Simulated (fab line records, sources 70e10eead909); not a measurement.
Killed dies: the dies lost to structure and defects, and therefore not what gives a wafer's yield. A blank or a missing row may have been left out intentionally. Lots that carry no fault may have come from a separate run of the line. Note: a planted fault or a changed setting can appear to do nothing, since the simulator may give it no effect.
The tool behind it: which one? | flow nand harc | 11 lots, 33 wafers sampled, at 7 steps of a route of 1302

== WHAT THE GAUGES READ, wafer by wafer ==
NHARC_P_CONTACT_CD_MEAS_12: target cd 90 nm.
lot  | measured     | on        | cd nm (nm)
L478 | day 5 21:23  | cd sem-01 | 90.2 90.2 89.4
L480 | day 6 16:43  | cd sem-02 | 90.7 89.8 90.9
L483 | day 7 20:11  | cd sem-02 | 90.1 89.9 90.6
L486 | day 9 05:37  | cd sem-02 | 90.4 90.5 89.6
L488 | day 10 13:09 | cd sem-01 | 65.8 65.8 66.0
L490 | day 10 18:55 | cd sem-01 | 88.9 88.8 89.7
L493 | day 12 00:58 | cd sem-03 | 90.6 90.3 90.2
L498 | day 14 06:58 | cd sem-03 | 88.8 89.8 89.4
L499 | day 14 18:28 | cd sem-01 | 90.0 89.8 90.4
L500 | day 15 00:18 | cd sem-03 | 90.0 90.5 89.8
L501 | day 15 07:59 | cd sem-03 | 90.9 90.5 90.8

NHARC_P_CONTACT_OVL_MEAS_13.
lot  | measured     | on         | overlay x nm (nm) | overlay y nm (nm)
L478 | day 5 21:29  | overlay-01 | -0.4 -1.2 -1.4    | -1.6 -1.5 -1.0
L480 | day 6 16:49  | overlay-01 | -1.9 -2.4 -1.4    | 1.2 1.0 0.5
L483 | day 7 20:17  | overlay-02 | -1.0 -1.4 -0.9    | 0.2 0.6 0.6
L486 | day 9 05:42  | overlay-02 | -0.8 -0.6 -1.1    | -1.0 -1.0 -0.5
L488 | day 10 13:14 | overlay-01 | 0.4 0.8 -0.2      | -0.1 0.4 0.5
L490 | day 10 19:01 | overlay-02 | 0.9 1.3 0.9       | 0.1 0.2 0.0
L493 | day 12 01:02 | overlay-01 | 0.1 0.3 0.0       | -0.2 -0.5 -0.4
L498 | day 14 07:03 | overlay-02 | -0.4 0.0 -0.2     | 0.4 0.5 0.6
L499 | day 14 18:33 | overlay-01 | -1.2 -0.9 -1.1    | -0.6 -0.7 0.3
L500 | day 15 00:23 | overlay-02 | 1.2 1.2 1.2       | 0.9 0.5 1.1
L501 | day 15 08:05 | overlay-01 | -0.2 -0.2 -0.4    | -0.1 0.3 0.3

NHARC_P_CONTACT_CD_MEAS_19.
lot  | measured     | on        | cd nm (nm)
L478 | day 5 22:27  | cd sem-03 | 90.7 88.8 88.0
L480 | day 6 17:55  | cd sem-01 | 89.7 88.3 93.6
L483 | day 7 21:15  | cd sem-01 | 88.4 91.6 88.0
L486 | day 9 07:07  | cd sem-02 | 87.4 88.4 91.3
L488 | day 10 14:16 | cd sem-02 | 63.6 62.9 63.8
L490 | day 10 19:58 | cd sem-02 | 87.8 91.1 88.2
L493 | day 12 02:01 | cd sem-02 | 87.4 88.1 87.2
L498 | day 14 08:01 | cd sem-01 | 89.1 88.5 89.2
L499 | day 14 19:31 | cd sem-01 | 91.6 88.8 90.3
L500 | day 15 01:22 | cd sem-03 | 89.2 90.8 91.1
L501 | day 15 09:03 | cd sem-01 | 89.3 91.3 92.0

NHARC_END_SORT_01.
lot  | measured     | on        | killed at array | killed at other | killed at periphery | killed dies | killed open | killed short
L488 | day 29 01:03 | prober-01 | 40 30 46        | 0 1 2           | 635 643 627         | 675 674 675 | 3 3 2       | 3 2 1

== EACH LOT AND THE TOOL THAT RAN IT (in order: tool; ch and the chambers of the sampled wafers; start) ==
lot  | NHARC_P_CONTACT_EXPOSE_09          | NHARC_P_CONTACT_ETCH_31                       | NHARC_P_CONTACT_STRIP_28
L478 | arfi scanner-02 ch 0, day 5 21:15  | rie diel-04 ch 0,1,2, day 5 22:27 or earlier  | rie diel-05 ch 0,1,2, day 5 22:32
L480 | arfi scanner-01 ch 0, day 6 16:35  | rie diel-12 ch 1,2,3, day 6 17:55 or earlier  | rie diel-04 ch 1,2,3, day 6 18:01
L483 | arfi scanner-03 ch 0, day 7 20:04  | rie diel-04 ch 0,2,3, day 7 21:15 or earlier  | rie diel-12 ch 2,3, day 7 21:19
L486 | arfi scanner-02 ch 0, day 9 05:29  | rie diel-12 ch 0,3, day 9 07:07 or earlier    | rie diel-04 ch 0,1,2, day 9 07:14
L488 | arfi scanner-03 ch 0, day 10 13:01 | rie diel-12 ch 1,2,3, day 10 14:08            | rie diel-04 ch 0,3, day 10 14:21
L490 | arfi scanner-01 ch 0, day 10 18:47 | rie diel-12 ch 0,2,3, day 10 19:58 or earlier | rie diel-04 ch 0,1,3, day 10 20:03
L493 | arfi scanner-02 ch 0, day 12 00:49 | rie diel-12 ch 1,3, day 12 02:01 or earlier   | rie diel-04 ch 0,3, day 12 02:06
L498 | arfi scanner-03 ch 0, day 14 06:50 | rie diel-12 ch 1,2, day 14 08:01 or earlier   | rie diel-05 ch 0,2,3, day 14 08:08
L499 | arfi scanner-02 ch 0, day 14 18:20 | rie diel-04 ch 0,1,3, day 14 19:31 or earlier | rie diel-05 ch 1,3, day 14 19:37
L500 | arfi scanner-01 ch 0, day 15 00:10 | rie diel-04 ch 1,2,3, day 15 01:22 or earlier | rie diel-05 ch 1,2,3, day 15 01:26
L501 | arfi scanner-03 ch 0, day 15 07:51 | rie diel-04 ch 0,1,3, day 15 09:03 or earlier | rie diel-12 ch 1,2, day 15 09:07
- NHARC_P_CONTACT_EXPOSE_09: exposes mask P CA, target cd 90 nm.
- NHARC_P_CONTACT_ETCH_31: etches the open film in CH3F/O2, target depth 30 nm, time 85.7 s.
- NHARC_P_CONTACT_STRIP_28: strips in O2.

== WHAT THE TOOLS THEMSELVES READ (means of the sampled wafers that have a number; where no wafer has one, the mark that the record gives instead) ==
NHARC_P_CONTACT_ETCH_31.
lot  | tool        | drypump motor current A (A) | oes product au (a.u.) | rf vpp V (V) | showerhead plenum p Torr (Torr) | throttle valve pct (%)
L478 | rie diel-04 | 6.0                         | 0.981                 | 245.6        | 2.51                            | 20.656
L480 | rie diel-12 | 5.5                         | 0.975                 | 244.3        | 2.45                            | 20.658
L483 | rie diel-04 | 5.9                         | 0.974                 | 245.4        | 2.53                            | 20.667
L486 | rie diel-12 | 5.8                         | 0.962                 | 244.9        | 2.51                            | 20.664
L488 | rie diel-12 | 5.5                         | 0.989                 | 244.5        | 2.45                            | 20.661
L490 | rie diel-12 | 5.6                         | 0.987                 | 244.8        | 2.44                            | 20.661
L493 | rie diel-12 | 5.6                         | 0.981                 | 245.3        | 2.53                            | 20.653
L498 | rie diel-12 | 5.3                         | 0.987                 | 243.0        | 2.41                            | 20.657
L499 | rie diel-04 | 5.6                         | 0.974                 | 245.2        | 2.55                            | 20.664
L500 | rie diel-04 | 5.7                         | 0.967                 | 245.7        | 2.53                            | 20.661
L501 | rie diel-04 | 5.6                         | 0.982                 | 245.1        | 2.55                            | 20.669

NHARC_P_CONTACT_STRIP_28.
lot  | tool        | drypump motor current A (A) | oes product au (a.u.) | rf vpp V (V) | showerhead plenum p Torr (Torr) | throttle valve pct (%)
L478 | rie diel-05 | 5.5                         | 0.996                 | 57.1         | 3.48                            | 17.035
L480 | rie diel-04 | 5.7                         | 0.998                 | 57.9         | 3.63                            | 17.036
L483 | rie diel-12 | 5.5                         | 1.014                 | 57.5         | 3.47                            | 17.033
L486 | rie diel-04 | 6.0                         | 0.997                 | 58.4         | 3.59                            | 17.039
L488 | rie diel-04 | 5.5                         | 0.987                 | 58.1         | 3.69                            | 17.032
L490 | rie diel-04 | 5.6                         | 0.997                 | 58.0         | 3.66                            | 17.031
L493 | rie diel-04 | 5.5                         | 0.993                 | 58.3         | 3.69                            | 17.038
L498 | rie diel-05 | 5.5                         | 1.000                 | 58.2         | 3.58                            | 17.040
L499 | rie diel-05 | 6.1                         | 0.994                 | 57.3         | 3.57                            | 17.038
L500 | rie diel-05 | 5.9                         | 1.000                 | 57.9         | 3.54                            | 17.033
L501 | rie diel-12 | 5.3                         | 1.004                 | 58.2         | 3.41                            | 17.037

== THE ANSWER, worked out from the rows above alone ==
Rule: the lots themselves supply what counts as usual. The widest of any qualifying gaps counts: lots, ordered by their means at a reading, are off when they make up no more than a third of the lots, leave a main group of 4 or more, and stand apart from it by 3 or more times the standard deviation of that group's means. The tables above print the reading to a certain number of digits; a main group whose means all agree to those digits is not used. Also off: a lot with no number at a reading for which 4 or more lots have one. Any other lot the step has rows for is counted as sound. First the gauges in route order, then the tools' own readings, where a lot's mean is used as printed above. At the first step where some lot is off, the reading lying furthest off is the one used; lots without a number count as furthest.
Off: L488 (NHARC_P_CONTACT_CD_MEAS_12, cd nm). For the main group the mean is 90.0 nm and the standard deviation 0.46.
If a tool, at a process step before that reading, ran all the lots that are off and no sound lot after the first of them, it fits. Not tried: the gauges at NHARC_P_CONTACT_CD_MEAS_12; whatever is off there is also off at NHARC_P_CONTACT_CD_MEAS_19, on other tools, and gauge error can't account for it. None of those tried fits.

== WHAT THE SIMULATOR HAD PUT IN ==
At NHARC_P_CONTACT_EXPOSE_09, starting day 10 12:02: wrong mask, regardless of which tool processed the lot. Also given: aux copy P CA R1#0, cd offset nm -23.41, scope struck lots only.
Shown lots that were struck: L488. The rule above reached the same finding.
